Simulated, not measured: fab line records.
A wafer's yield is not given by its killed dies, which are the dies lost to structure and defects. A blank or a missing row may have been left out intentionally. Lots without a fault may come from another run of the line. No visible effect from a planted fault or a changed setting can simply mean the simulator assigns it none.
fab line records -- flow nand_harc
record: lots: 12, wafers: 36, last_day: 25
route steps=1159 shown A_STAIRCASE@560 END@1159
lots with no fault: from the same line, run without faults
start_h: hours from the record's opening day to when the first of the lot's shown wafers began -- wait_h: time in hours since the lot's previous step -- " as in the row above -- L1.1+2: several wafers, shown together as one row -- - no value, or no start was given -- * or withheld: withheld -- < > ~ a bound
route shown NAME@n: NAME is a module with steps in the file, n the number in the route of the first one -- usual: mean and standard deviation over wafers with no fault -- same: alike in all rows -- chamber/n: place in a boat -- sites: readings site by site -- _std_site: standard deviation across them -- _edge_site: inner sites' mean taken away from outer sites' mean -- radius_mm: how far each site lies from the wafer's centre -- mask NAME#n: copy n -- behind: the last tool/chamber to shape the wafer -- hold: the reason the lot was held/the length of the hold in hours/how it ended -- device: the n, p or np transistor that did not switch -- end of line: tests of these same wafers at the route's end -- step lacking rows: just its recipe -- killed: at the first sort, the dies lost to defects and structure; wafer yield is something else -- map: a wafer's dies, x killed, . not, _ none there
set.NAME: the setting the step ran with; set.NAME@STEP: the setting that earlier step ran with -- model.NAME: the simulator's own value behind a step, which no gauge read
the route's steps for a sample of lots (tables are steps, rows are wafers)
services: when a tool's chamber went out of use (start_h, in hours from the record's first day, below 0 if earlier), for how many hours, and the reason
== steps ==
step: NHARC_A_STAIRCASE_ETCH_23
recipe: target_depth_a: 1000, time_s: 40.5, ion_energy_ev: 400, c4f8_flow_sccm: 20, o2_flow_sccm: 10, ar_flow_sccm: withheld, rf_w: 600, bias_w: 1000, chemistry: C4F8/O2
usual: bias_w: 1000/3.1, oes_product_au: 0.948/0.015, rf_vpp_V: 894/5
lot.wafer,tool,chamber,start_h,wait_h,bias_w,oes_product_au,rf_hours_counter_h,rf_vpp_V
L904.4,rie_diel-07,2,-,-,1004,0.945,5,894
L904.1,rie_diel-07,3,-,-,998,0.948,5,905
L904.3,rie_diel-07,0,-,-,993,0.976,4,888
L905.3,rie_diel-07,0,-,-,1004,0.947,7,888
L905.1,rie_diel-07,1,-,-,1004,0.948,7,900
L905.6,rie_diel-07,1,-,-,1007,0.944,-,901
L909.2,rie_diel-07,2,-,-,1004,0.930,10,895
L909.6,rie_diel-07,2,-,-,1001,0.932,-,895
L909.5,rie_diel-07,3,-,-,1002,0.924,-,906
L911.1,rie_diel-11,2,-,-,1000,0.956,27,890
L911.2,rie_diel-11,3,-,-,999,0.948,31,890
L911.6,rie_diel-11,0,-,-,1003,0.927,-,899
L910.2,rie_diel-01,3,-,-,997,0.962,49,893
L910.6,rie_diel-01,2,-,-,1000,0.988,-,893
L910.5,rie_diel-01,3,-,-,997,0.960,-,892
L912.4,rie_diel-07,1,-,-,1000,0.975,24,899
L912.3,rie_diel-07,2,-,-,1003,0.947,19,893
L912.5,rie_diel-07,0,-,-,1003,0.959,-,887
L914.4,rie_diel-11,2,-,-,994,0.941,36,892
L914.3,rie_diel-11,3,-,-,996,0.949,39,892
L914.2,rie_diel-11,0,-,-,997,0.924,39,898
L916.2,rie_diel-11,0,-,-,1000,0.922,48,898
L916.3,rie_diel-11,1,-,-,1002,0.944,52,889
L916.4,rie_diel-11,2,-,-,1000,0.938,49,892
L917.2,rie_diel-07,0,-,-,1003,0.989,32,888
L917.5,rie_diel-07,1,-,-,1002,0.953,-,900
L917.6,rie_diel-07,2,-,-,1000,0.947,-,895
L921.2,rie_diel-07,2,-,-,996,0.925,30,894
L921.1,rie_diel-07,0,-,-,1002,0.963,35,888
L921.5,rie_diel-07,3,-,-,1002,0.930,-,902
L920.3,rie_diel-01,1,-,-,999,0.931,7,899
L920.4,rie_diel-01,2,-,-,998,0.934,5,890
L920.2,rie_diel-01,3,-,-,999,0.928,7,891
L924.4,rie_diel-01,3,-,-,999,0.940,13,891
L924.2,rie_diel-01,1,-,-,1001,0.950,13,897
L924.6,rie_diel-01,3,-,-,1001,0.927,-,893
step: NHARC_A_STAIRCASE_EXPOSE_181
recipe: na: 0.5, dose_mj: 27.87, mask_id: STAIR_2
usual: exposure_dose_mJ_cm2: 27.869/0.027
lot.wafer,tool,chamber,start_h,wait_h,mask,exposure_dose_mJ_cm2
L904.1,krf_scanner-03,0,253.32,-,STAIR_2#0,27.909
L904.3,krf_scanner-03,0,253.32,-,STAIR_2#0,27.866
L904.4,krf_scanner-03,0,253.32,-,STAIR_2#0,27.866
L905.1,krf_scanner-02,0,257.90,-,STAIR_2#0,27.868
L905.3,krf_scanner-02,0,257.90,-,STAIR_2#0,27.827
L905.6,krf_scanner-02,0,257.90,-,STAIR_2#0,27.857
L909.2,krf_scanner-01,0,264.35,-,STAIR_2#0,27.890
L909.5,krf_scanner-01,0,264.35,-,STAIR_2#0,27.899
L909.6,krf_scanner-01,0,264.35,-,STAIR_2#0,27.887
L911.1,krf_scanner-02,0,286.14,-,STAIR_2#0,27.872
L911.2,krf_scanner-02,0,286.14,-,STAIR_2#0,27.855
L911.6,krf_scanner-02,0,286.14,-,STAIR_2#0,27.891
L910.2,krf_scanner-01,0,286.39,-,STAIR_2#0,27.873
L910.5,krf_scanner-01,0,286.39,-,STAIR_2#0,27.867
L910.6,krf_scanner-01,0,286.39,-,STAIR_2#0,27.871
L912.3,krf_scanner-02,0,302.57,-,STAIR_2#0,27.848
L912.4,krf_scanner-02,0,302.57,-,STAIR_2#0,27.860
L912.5,krf_scanner-02,0,302.57,-,STAIR_2#0,27.889
L914.2,krf_scanner-01,0,306.69,-,STAIR_2#0,27.850
L914.3,krf_scanner-01,0,306.69,-,STAIR_2#0,27.804
L914.4,krf_scanner-01,0,306.69,-,STAIR_2#0,27.808
L916.2,krf_scanner-02,0,329.51,-,STAIR_2#0,27.862
L916.3,krf_scanner-02,0,329.51,-,STAIR_2#0,27.828
L916.4,krf_scanner-02,0,329.51,-,STAIR_2#0,27.886
L917.2,krf_scanner-03,0,335.09,-,STAIR_2#0,27.907
L917.5,krf_scanner-03,0,335.09,-,STAIR_2#0,27.881
L917.6,krf_scanner-03,0,335.09,-,STAIR_2#0,27.867
L921.1,krf_scanner-02,0,349.37,-,STAIR_2#0,36.699
L921.2,krf_scanner-02,0,349.37,-,STAIR_2#0,36.740
L921.5,krf_scanner-02,0,349.37,-,STAIR_2#0,36.713
L920.2,krf_scanner-02,0,351.09,-,STAIR_2#0,36.714
L920.3,krf_scanner-02,0,351.09,-,STAIR_2#0,36.768
L920.4,krf_scanner-02,0,351.09,-,STAIR_2#0,36.739
L924.2,krf_scanner-01,0,361.81,-,STAIR_2#0,27.912
L924.4,krf_scanner-01,0,361.81,-,STAIR_2#0,27.866
L924.6,krf_scanner-01,0,361.81,-,STAIR_2#0,27.895
step: NHARC_A_STAIRCASE_TRIM_189
recipe: time_s: 211.2, o2_flow_sccm: 500, ar_flow_sccm: 0, bias_w: 0, chemistry: O2
usual: drypump_motor_current_A: 5.7/0.61, oes_product_au: 1.003/0.013, rf_vpp_V: 57.5/0.87, showerhead_plenum_p_Torr: 3.46/0.14, throttle_valve_pct: 17.035/0.0093
same: bias_w: 0
lot.wafer,tool,chamber,start_h,wait_h,drypump_motor_current_A,oes_product_au,rf_hours_counter_h,rf_vpp_V,showerhead_plenum_p_Torr,throttle_valve_pct
L904.3,rie_diel-01,2,-,-,5.7,1.025,42,56.8,3.40,17.038
L904.4,rie_diel-01,0,-,-,6.6,0.992,38,57.9,3.32,17.031
L904.1,rie_diel-01,1,-,-,5.2,1.003,42,56.3,3.60,17.041
L905.3,rie_diel-11,2,-,-,5.1,1.004,17,57.9,3.40,17.038
L905.1,rie_diel-11,0,-,-,6.0,0.973,23,58.6,3.61,17.043
L905.6,rie_diel-11,2,-,-,5.1,0.997,-,57.6,3.40,17.048
L909.2,rie_diel-01,2,-,-,5.7,1.028,47,57.5,3.40,17.034
L909.5,rie_diel-01,2,-,-,5.8,1.012,-,56.9,3.40,17.042
L909.6,rie_diel-01,3,-,-,4.8,1.004,-,58.4,3.42,17.030
L911.1,rie_diel-01,2,-,-,5.7,1.018,54,56.5,3.40,17.021
L911.2,rie_diel-01,1,-,-,5.3,1.010,52,58.3,3.60,17.023
L911.6,rie_diel-01,3,-,-,4.9,1.007,-,57.0,3.41,17.030
L910.2,rie_diel-07,0,-,-,5.3,1.020,19,58.1,3.30,17.033
L910.6,rie_diel-07,1,-,-,6.4,1.003,-,57.9,3.64,17.039
L910.5,rie_diel-07,2,-,-,6.7,0.992,-,58.0,3.48,17.031
L912.3,rie_diel-01,1,-,-,5.3,1.016,57,58.3,3.59,17.030
L912.4,rie_diel-01,0,-,-,6.6,0.997,53,56.3,3.32,17.033
L912.5,rie_diel-01,2,-,-,5.7,1.023,-,56.6,3.39,17.046
L914.3,rie_diel-11,3,-,-,5.5,1.014,40,58.3,3.37,17.040
L914.2,rie_diel-11,0,-,-,6.1,0.988,40,57.8,3.60,17.040
L914.4,rie_diel-11,2,-,-,5.1,0.994,37,56.7,3.39,17.039
L916.2,rie_diel-01,1,-,-,5.2,0.996,2,57.1,3.59,17.025
L916.3,rie_diel-01,2,-,-,5.7,1.009,1,56.9,3.39,17.040
L916.4,rie_diel-01,0,-,-,6.6,1.009,2,57.4,3.31,17.040
L917.2,rie_diel-11,0,-,-,6.0,0.983,51,57.7,3.59,17.019
L917.6,rie_diel-11,1,-,-,5.1,1.002,-,55.9,3.33,17.026
L917.5,rie_diel-11,2,-,-,5.1,1.000,-,58.4,3.38,17.041
L921.1,rie_diel-01,3,-,-,4.9,0.999,8,57.6,3.41,17.037
L921.2,rie_diel-01,0,-,-,6.6,1.005,8,56.5,3.31,17.030
L921.5,rie_diel-01,0,-,-,6.6,1.006,-,56.3,3.31,17.041
L920.4,rie_diel-07,0,-,-,5.3,1.025,38,57.4,3.29,17.039
L920.2,rie_diel-07,1,-,-,6.4,1.018,36,57.2,3.63,17.043
L920.3,rie_diel-07,3,-,-,5.4,0.987,40,57.9,3.76,17.024
L924.2,rie_diel-07,0,-,-,5.3,1.016,41,57.1,3.29,17.039
L924.4,rie_diel-07,1,-,-,6.4,0.996,40,58.4,3.63,17.041
L924.6,rie_diel-07,0,-,-,5.3,1.017,-,55.6,3.29,17.041
step: NHARC_A_STAIRCASE_ETCH_190
recipe: target_depth_a: 1000, time_s: 40.5, ion_energy_ev: 400, c4f8_flow_sccm: 20, o2_flow_sccm: 10, ar_flow_sccm: withheld, rf_w: 600, bias_w: 1000, chemistry: C4F8/O2
usual: bias_w: 1000/3.1, oes_product_au: 0.944/0.015, rf_vpp_V: 893/5.3
lot.wafer,tool,chamber,start_h,wait_h,bias_w,oes_product_au,rf_hours_counter_h,rf_vpp_V
L904.3,rie_diel-01,3,-,-,1000,0.941,38,892
L904.4,rie_diel-01,0,-,-,1000,0.929,38,888
L904.1,rie_diel-01,1,-,-,996,0.949,43,898
L905.1,rie_diel-11,0,-,-,998,0.913,23,898
L905.3,rie_diel-11,1,-,-,998,0.934,23,888
L905.6,rie_diel-11,0,-,-,999,0.909,-,899
L909.2,rie_diel-01,3,-,-,998,0.946,42,892
L909.6,rie_diel-01,3,-,-,1002,0.955,-,891
L909.5,rie_diel-01,2,-,-,1001,0.960,-,891
L911.2,rie_diel-01,1,-,-,999,0.967,52,899
L911.1,rie_diel-01,2,-,-,1001,0.965,54,891
L911.6,rie_diel-01,1,-,-,1001,0.965,-,900
L910.2,rie_diel-07,2,-,-,996,0.932,14,894
L910.6,rie_diel-07,1,-,-,996,0.942,-,900
L910.5,rie_diel-07,2,-,-,996,0.931,-,894
L912.4,rie_diel-01,1,-,-,1003,0.953,57,898
L912.3,rie_diel-01,3,-,-,997,0.961,53,892
L912.5,rie_diel-01,1,-,-,1000,0.953,-,899
L914.3,rie_diel-11,0,-,-,997,0.916,40,898
L914.2,rie_diel-11,1,-,-,1002,0.938,43,887
L914.4,rie_diel-11,3,-,-,1003,0.944,40,890
L916.4,rie_diel-01,3,-,-,1004,0.959,1,892
L916.2,rie_diel-01,1,-,-,1000,0.942,2,898
L916.3,rie_diel-01,2,-,-,996,0.966,1,891
L917.2,rie_diel-11,2,-,-,1000,0.930,53,888
L917.6,rie_diel-11,1,-,-,1009,0.944,-,889
L917.5,rie_diel-11,2,-,-,1000,0.925,-,890
L921.1,rie_diel-01,3,-,-,1006,0.940,8,892
L921.2,rie_diel-01,0,-,-,1003,0.948,8,887
L921.5,rie_diel-01,1,-,-,998,0.946,-,899
L920.4,rie_diel-07,3,-,-,1002,0.928,41,904
L920.3,rie_diel-07,0,-,-,1001,0.953,38,886
L920.2,rie_diel-07,2,-,-,997,0.917,33,893
L924.4,rie_diel-07,0,-,-,1004,0.955,42,887
L924.2,rie_diel-07,1,-,-,1001,0.941,40,899
L924.6,rie_diel-07,0,-,-,1000,0.953,-,888
step: NHARC_END_SORT_01
recipe: temp_c: 25
usual: killed_at_array: 28/11, killed_at_other: 0.7/0.88, killed_at_periphery: 3.1/2.2, killed_dies: 31/12, killed_open: 3.3/2, killed_short: 2.0/1.6
same: gross_dies: 677
lot.wafer,tool,chamber,start_h,wait_h,killed_at_array,killed_at_other,killed_at_periphery,killed_dies,killed_open,killed_short
L904.1,prober-01,0,451.41,2.5,23,1,4,28,3,1
L904.3,prober-01,0,453.01,3.1,24,2,4,30,4,4
L904.4,prober-01,0,453.81,3.4,19,1,6,26,0,1
L905.1,prober-01,0,459.20,2.5,22,0,6,28,3,3
L905.3,prober-01,0,460.77,3.1,19,0,3,22,0,1
L905.6,prober-01,0,463.14,3.9,21,1,1,23,1,1
L909.2,prober-01,0,475.47,2.8,16,2,3,21,7,1
L909.5,prober-01,0,477.91,3.8,20,0,1,21,2,1
L909.6,prober-01,0,478.72,4.1,15,1,4,20,5,0
L911.1,prober-02,0,487.69,2.5,16,1,4,21,1,0
L911.2,prober-02,0,488.48,2.8,23,1,1,25,1,2
L911.6,prober-02,0,491.67,4.0,28,1,1,30,4,1
L910.2,prober-01,0,488.48,2.8,33,0,5,38,4,4
L910.5,prober-01,0,490.88,3.7,32,1,3,36,5,1
L910.6,prober-01,0,491.68,4.0,28,0,2,30,1,1
L912.3,prober-02,0,500.25,3.1,20,1,2,23,2,6
L912.4,prober-02,0,501.05,3.4,14,2,1,17,2,6
L912.5,prober-02,0,501.85,3.7,14,1,0,15,1,0
L914.2,prober-01,0,502.72,2.8,27,0,3,30,3,3
L914.3,prober-01,0,503.52,3.1,25,1,4,30,1,2
L914.4,prober-01,0,504.32,3.4,23,1,4,28,5,3
L916.2,prober-01,0,518.38,2.8,28,1,1,30,1,2
L916.3,prober-01,0,519.17,3.1,29,0,6,35,5,2
L916.4,prober-01,0,519.95,3.4,24,0,2,26,0,4
L917.2,prober-01,0,544.93,2.8,33,1,0,34,1,3
L917.5,prober-01,0,547.33,3.7,23,3,2,28,4,2
L917.6,prober-01,0,548.14,4.0,30,0,4,34,2,2
L920.2,prober-02,0,557.72,2.8,43,1,2,46,4,2
L920.3,prober-02,0,558.51,3.1,37,0,0,37,4,2
L920.4,prober-02,0,559.31,3.4,44,3,2,49,2,1
L921.1,prober-02,0,570.05,2.5,11,0,10,21,4,3
L921.2,prober-02,0,570.86,2.8,12,0,3,15,7,1
L921.5,prober-02,0,573.26,3.7,13,0,0,13,4,1
L924.2,prober-02,0,586.37,2.8,43,0,9,52,2,1
L924.4,prober-02,0,587.97,3.4,42,0,7,49,8,2
L924.6,prober-02,0,589.56,4.0,39,0,3,42,8,1
killed by level:class
L904.1 A_CHANNEL_HOLE_D1:chamber_film_flake=7 A_SLIT:chamber_film_flake=7 A_CONTACT:chamber_film_flake=4 P_ZERO_WELL:chamber_film_flake=2 A_ONON_D1:geometric_particle:open=1 A_CHANNEL_FILL_D1:geometric_particle:open=1 A_WL_FILL:geometric_particle:short=1 A_CONTACT:geometric_particle:open=1
L904.3 A_CHANNEL_HOLE_D1:chamber_film_flake=12 A_SLIT:chamber_film_flake=3 A_CONTACT:chamber_film_flake=3 P_M0:geometric_particle:open=2 P_M1:geometric_particle:open=1 A_ONON_D1:geometric_particle:open=1 A_ONON_D1:geometric_particle:short=1 A_CHANNEL_FILL_D1:geometric_particle:short=1
L904.4 A_CHANNEL_HOLE_D1:chamber_film_flake=9 A_SLIT:chamber_film_flake=8 P_ZERO_WELL:chamber_film_flake=3 P_GATE:geometric_particle:short=1 P_GATE:chamber_film_flake=1 P_M1:chamber_film_flake=1 A_CHANNEL_FILL_D1:chamber_film_flake=1 A_CONTACT:chamber_film_flake=1
L905.1 A_CHANNEL_HOLE_D1:chamber_film_flake=10 A_WL_FILL:geometric_particle:open=2 P_STI:chamber_film_flake=2 P_GATE:chamber_film_flake=2 A_WL_FILL:chamber_film_flake=2 A_CONTACT:chamber_film_flake=2 A_CHANNEL_FILL_D1:geometric_particle:short=1 A_WL_FILL:geometric_particle:short=1
L905.3 A_CHANNEL_HOLE_D1:chamber_film_flake=14 P_ZERO_WELL:chamber_film_flake=3 A_CONTACT:chamber_film_flake=3 A_CHANNEL_FILL_D1:geometric_particle:short=1 A_BLC:chamber_film_flake=1
L905.6 A_CHANNEL_HOLE_D1:chamber_film_flake=9 A_CONTACT:chamber_film_flake=4 A_WL_FILL:chamber_film_flake=2 A_SOURCE_PLATE:geometric_particle:open=1 A_ONON_D1:geometric_particle:short=1 P_STI:chamber_film_flake=1 A_CHANNEL_FILL_D1:chamber_film_flake=1 A_STAIRCASE:chamber_film_flake=1
L909.2 A_CHANNEL_HOLE_D1:chamber_film_flake=11 P_CONTACT:geometric_particle:open=2 A_ONON_D1:geometric_particle:open=1 A_CHANNEL_FILL_D1:geometric_particle:open=1 A_WL_FILL:geometric_particle:open=1 A_CONTACT:geometric_particle:open=1 P_GATE:chamber_film_flake=1 STARTING-WAFER:geometric_particle:open=1
L909.5 A_CHANNEL_HOLE_D1:chamber_film_flake=14 A_CONTACT:chamber_film_flake=3 P_M0:geometric_particle:open=1 A_CONTACT:geometric_particle:open=1 A_M1:geometric_particle:short=1 A_STAIRCASE:chamber_film_flake=1
L909.6 A_CHANNEL_HOLE_D1:chamber_film_flake=11 P_GATE:geometric_particle:open=1 P_CONTACT:geometric_particle:open=1 P_M0:geometric_particle:open=1 A_CONTACT:geometric_particle:open=1 A_M1:geometric_particle:open=1 P_GATE:chamber_film_flake=1 A_STAIRCASE:chamber_film_flake=1
L911.1 A_SLIT:chamber_film_flake=8 A_STAIRCASE:chamber_film_flake=2 P_M2:chamber_film_flake=2 A_CHANNEL_HOLE_D1:chamber_film_flake=2 A_WL_FILL:chamber_film_flake=2 P_CONTACT:geometric_particle:open=1 P_GATE:chamber_film_flake=1 A_CHANNEL_FILL_D1:chamber_film_flake=1
L911.2 A_SLIT:chamber_film_flake=9 A_CONTACT:chamber_film_flake=4 A_CHANNEL_HOLE_D1:chamber_film_flake=3 A_STAIRCASE:chamber_film_flake=3 A_CONTACT:geometric_particle:open=1 A_BLC:geometric_particle:short=1 A_M0:geometric_particle:short=1 P_M2:chamber_film_flake=1
L910.2 A_CHANNEL_HOLE_D1:chamber_film_flake=11 A_SLIT:chamber_film_flake=11 A_CONTACT:chamber_film_flake=3 A_CHANNEL_FILL_D1:geometric_particle:open=2 P_GATE:chamber_film_flake=2 P_GATE:geometric_particle:short=1 P_M1:geometric_particle:short=1 A_ONON_D1:geometric_particle:short=1
L910.5 A_CHANNEL_HOLE_D1:chamber_film_flake=11 A_SLIT:chamber_film_flake=11 A_CONTACT:chamber_film_flake=4 A_CONTACT:geometric_particle:open=2 P_M2:chamber_film_flake=2 P_M0:geometric_particle:open=1 A_ONON_D1:geometric_particle:short=1 A_WL_FILL:geometric_particle:open=1
L911.6 A_SLIT:chamber_film_flake=12 A_BLC:chamber_film_flake=5 A_STAIRCASE:chamber_film_flake=3 A_CONTACT:chamber_film_flake=3 A_CONTACT:geometric_particle:open=2 A_SGD_CUT:geometric_particle:open=1 A_M0:geometric_particle:open=1 STARTING-WAFER:geometric_particle:short=1
L910.6 A_CHANNEL_HOLE_D1:chamber_film_flake=12 A_SLIT:chamber_film_flake=6 A_STAIRCASE:chamber_film_flake=4 A_CONTACT:chamber_film_flake=3 A_CHANNEL_FILL_D1:geometric_particle:short=1 A_CONTACT:geometric_particle:open=1 P_GATE:chamber_film_flake=1 P_M2:chamber_film_flake=1
L912.3 A_STAIRCASE:chamber_film_flake=5 A_ZERO_WELL:chamber_film_flake=3 A_CHANNEL_HOLE_D1:chamber_film_flake=3 P_GATE:geometric_particle:short=1 P_M0:geometric_particle:open=1 A_SOURCE_PLATE:geometric_particle:short=1 A_SGD_CUT:geometric_particle:short=1 A_WL_FILL:geometric_particle:short=1
L912.4 A_ZERO_WELL:chamber_film_flake=3 A_CHANNEL_HOLE_D1:chamber_film_flake=3 A_CHANNEL_FILL_D1:geometric_particle:short=2 A_ONON_D1:geometric_particle:short=1 A_WL_FILL:geometric_particle:short=1 A_WL_FILL:geometric_particle:open=1 A_M0:geometric_particle:open=1 STARTING-WAFER:geometric_particle:short=1
L912.5 A_STAIRCASE:chamber_film_flake=5 A_ZERO_WELL:chamber_film_flake=4 A_CHANNEL_FILL_D1:chamber_film_flake=2 A_CHANNEL_FILL_D1:geometric_particle:open=1 A_CHANNEL_HOLE_D1:chamber_film_flake=1 A_CONTACT:chamber_film_flake=1 THIN_TSV:chamber_film_flake=1
L914.2 A_SLIT:chamber_film_flake=12 A_WL_FILL:chamber_film_flake=4 A_CHANNEL_HOLE_D1:chamber_film_flake=3 A_STAIRCASE:chamber_film_flake=3 P_STI:geometric_particle:short=1 P_CONTACT:geometric_particle:open=1 A_CHANNEL_FILL_D1:geometric_particle:short=1 A_CHANNEL_FILL_D1:geometric_particle:open=1
L914.3 A_SLIT:chamber_film_flake=9 P_ZERO_WELL:chamber_film_flake=4 A_STAIRCASE:chamber_film_flake=4 A_CHANNEL_HOLE_D1:chamber_film_flake=4 A_CONTACT:chamber_film_flake=4 A_CHANNEL_FILL_D1:geometric_particle:open=1 A_CHANNEL_FILL_D1:geometric_particle:short=1 A_STAIRCASE:geometric_particle:short=1
L914.4 A_SLIT:chamber_film_flake=7 A_STAIRCASE:chamber_film_flake=5 P_ZERO_WELL:chamber_film_flake=2 A_CHANNEL_FILL_D1:chamber_film_flake=2 A_CONTACT:chamber_film_flake=2 P_CONTACT:geometric_particle:open=1 P_M2:geometric_particle:short=1 A_SOURCE_PLATE:geometric_particle:open=1
L916.2 A_SLIT:chamber_film_flake=8 A_STAIRCASE:chamber_film_flake=7 A_CHANNEL_HOLE_D1:chamber_film_flake=5 A_CONTACT:chamber_film_flake=3 A_CHANNEL_FILL_D1:chamber_film_flake=2 A_WL_FILL:geometric_particle:short=1 A_M0:geometric_particle:open=1 P_STI:chamber_film_flake=1
L916.3 A_SLIT:chamber_film_flake=11 P_STI:chamber_film_flake=5 A_STAIRCASE:chamber_film_flake=4 A_CHANNEL_HOLE_D1:chamber_film_flake=3 A_CONTACT:chamber_film_flake=3 P_M0:geometric_particle:short=1 A_ONON_D1:geometric_particle:open=1 A_CHANNEL_HOLE_D1:geometric_particle:open=1
L916.4 A_SLIT:chamber_film_flake=9 A_CHANNEL_HOLE_D1:chamber_film_flake=8 A_ONON_D1:geometric_particle:short=3 P_STI:chamber_film_flake=2 A_M1:chamber_film_flake=2 A_CHANNEL_HOLE_D1:geometric_particle:short=1 A_CHANNEL_FILL_D1:chamber_film_flake=1
L917.2 A_CHANNEL_HOLE_D1:chamber_film_flake=23 A_STAIRCASE:chamber_film_flake=3 A_ONON_D1:geometric_particle:short=1 A_WL_FILL:geometric_particle:short=1 A_CONTACT:geometric_particle:open=1 A_M0:geometric_particle:short=1 A_ZERO_WELL:chamber_film_flake=1 A_CONTACT:chamber_film_flake=1
L917.5 A_CHANNEL_HOLE_D1:chamber_film_flake=11 A_CONTACT:chamber_film_flake=4 THIN_TSV:chamber_film_flake=3 A_STAIRCASE:chamber_film_flake=2 P_CONTACT:geometric_particle:open=1 A_SOURCE_PLATE:geometric_particle:open=1 A_ONON_D1:geometric_particle:short=1 A_CHANNEL_FILL_D1:geometric_particle:short=1
L917.6 A_CHANNEL_HOLE_D1:chamber_film_flake=17 A_CONTACT:chamber_film_flake=8 P_M0:chamber_film_flake=3 A_STAIRCASE:chamber_film_flake=2 P_CONTACT:geometric_particle:open=1 A_SOURCE_PLATE:geometric_particle:short=1 A_CHANNEL_HOLE_D1:geometric_particle:short=1 A_CONTACT:geometric_particle:open=1
L920.2 A_CHANNEL_HOLE_D1:chamber_film_flake=17 A_SLIT:chamber_film_flake=11 A_CHANNEL_FILL_D1:chamber_film_flake=5 A_CONTACT:chamber_film_flake=4 P_M0:geometric_particle:open=1 A_ONON_D1:geometric_particle:open=1 A_ONON_D1:geometric_particle:short=1 A_WL_FILL:geometric_particle:short=1
L920.3 A_CHANNEL_HOLE_D1:chamber_film_flake=15 A_SLIT:chamber_film_flake=8 A_STAIRCASE:chamber_film_flake=5 A_CONTACT:geometric_particle:open=2 A_CONTACT:chamber_film_flake=2 A_SGD_CUT:geometric_particle:open=1 A_WL_FILL:geometric_particle:short=1 A_M0:geometric_particle:open=1
L920.4 A_SLIT:chamber_film_flake=15 A_CHANNEL_HOLE_D1:chamber_film_flake=13 A_CONTACT:chamber_film_flake=5 A_CHANNEL_FILL_D1:chamber_film_flake=4 A_STAIRCASE:chamber_film_flake=3 THIN_TSV:chamber_film_flake=3 A_BONDPAD:chamber_film_flake=2 P_GATE:geometric_particle:open=1
L921.1 P_STI:chamber_film_flake=5 A_CHANNEL_HOLE_D1:chamber_film_flake=5 P_CONTACT:geometric_particle:open=1 P_M0:geometric_particle:open=1 A_CHANNEL_FILL_D1:geometric_particle:short=1 A_CHANNEL_FILL_D1:geometric_particle:open=1 A_SGD_CUT:geometric_particle:short=1 A_M0:geometric_particle:short=1
L921.2 A_CHANNEL_FILL_D1:geometric_particle:open=3 A_ONON_D1:geometric_particle:open=2 P_ZERO_WELL:chamber_film_flake=2 A_CHANNEL_HOLE_D1:chamber_film_flake=2 A_CONTACT:chamber_film_flake=2 P_M0:geometric_particle:short=1 A_STAIRCASE:geometric_particle:open=1 A_BLC:geometric_particle:open=1
L921.5 A_CHANNEL_HOLE_D1:chamber_film_flake=5 A_CONTACT:geometric_particle:open=3 A_ONON_D1:geometric_particle:open=1 A_STAIRCASE:geometric_particle:short=1 A_STAIRCASE:chamber_film_flake=1 A_SLIT:chamber_film_flake=1 A_WL_FILL:chamber_film_flake=1
L924.2 A_CHANNEL_HOLE_D1:chamber_film_flake=18 A_SLIT:chamber_film_flake=14 A_STAIRCASE:chamber_film_flake=9 P_STI:chamber_film_flake=7 P_CONTACT:geometric_particle:open=1 A_CONTACT:geometric_particle:open=1 A_BLC:geometric_particle:short=1 P_GATE:chamber_film_flake=1
L924.4 A_CHANNEL_HOLE_D1:chamber_film_flake=21 A_SLIT:chamber_film_flake=8 A_CONTACT:geometric_particle:open=3 P_STI:chamber_film_flake=3 A_CONTACT:chamber_film_flake=3 P_GATE:geometric_particle:open=2 A_CHANNEL_FILL_D1:geometric_particle:open=2 A_STAIRCASE:chamber_film_flake=2
L924.6 A_CHANNEL_HOLE_D1:chamber_film_flake=16 A_SLIT:chamber_film_flake=12 A_STAIRCASE:chamber_film_flake=5 A_CHANNEL_FILL_D1:geometric_particle:open=2 A_WL_FILL:geometric_particle:open=2 P_STI:geometric_particle:open=1 P_GATE:geometric_particle:open=1 P_CONTACT:geometric_particle:open=1
== services ==
tool,chamber,start_h,hours,kind
rie_diel-11,2,228.09,10.0,repair
rie_diel-07,-,228.46,9.0,pm
rie_diel-01,-,228.51,2.2,repair
rie_diel-01,0,245.25,-,clean
rie_diel-01,1,245.25,-,clean
rie_diel-01,2,245.25,-,clean
rie_diel-01,3,245.25,-,clean
krf_scanner-01,-,256.00,4.0,pm
rie_diel-01,1,261.53,5.9,repair
rie_diel-07,2,267.40,10.3,repair
rie_diel-01,0,269.75,-,clean
rie_diel-01,1,269.75,-,clean
rie_diel-01,2,269.75,-,clean
rie_diel-01,3,269.75,-,clean
krf_scanner-03,-,284.70,2.3,repair
krf_scanner-03,-,293.69,0.6,repair
rie_diel-01,0,294.25,-,clean
rie_diel-01,1,294.25,-,clean
rie_diel-01,2,294.25,-,clean
rie_diel-01,-,314.91,9.0,pm
krf_scanner-01,-,317.43,4.7,repair
rie_diel-01,2,331.12,8.1,repair
rie_diel-07,-,335.76,2.1,repair
krf_scanner-03,-,340.02,4.0,pm
== key ==
first_sign: step: NHARC_A_STAIRCASE_EXPOSE_181, reading: exposure_dose_mJ_cm2, direction: up, sigmas: 99+, usual: 27.869, struck: 36.729
effect none on later readings
met_at NHARC_A_STAIRCASE_EXPOSE_181
struck_lots L920,L921
tester_left_out L920,L921
not_acting_at NHARC_A_STAIRCASE_ETCH_23,NHARC_A_STAIRCASE_TRIM_189,NHARC_A_STAIRCASE_ETCH_190
onset_between 329.51 349.37
fault: kind: process_parameter_drift, tool: krf_scanner-02, chamber: -, onset_h: 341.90, steps: NHARC_A_STAIRCASE_EXPOSE_181, channel: dose_mj, offset: 8.8848, shape: step, acts_in: these_recipes_only, stated: 27.87
tester_left_out: of these lots the tester's yield and bins aren't shown, on N5 and GAA mostly nor the transistor test; their killed dies are dies lost to structure and defects alone, not to doping, threshold or leakage, so they don't give the yield
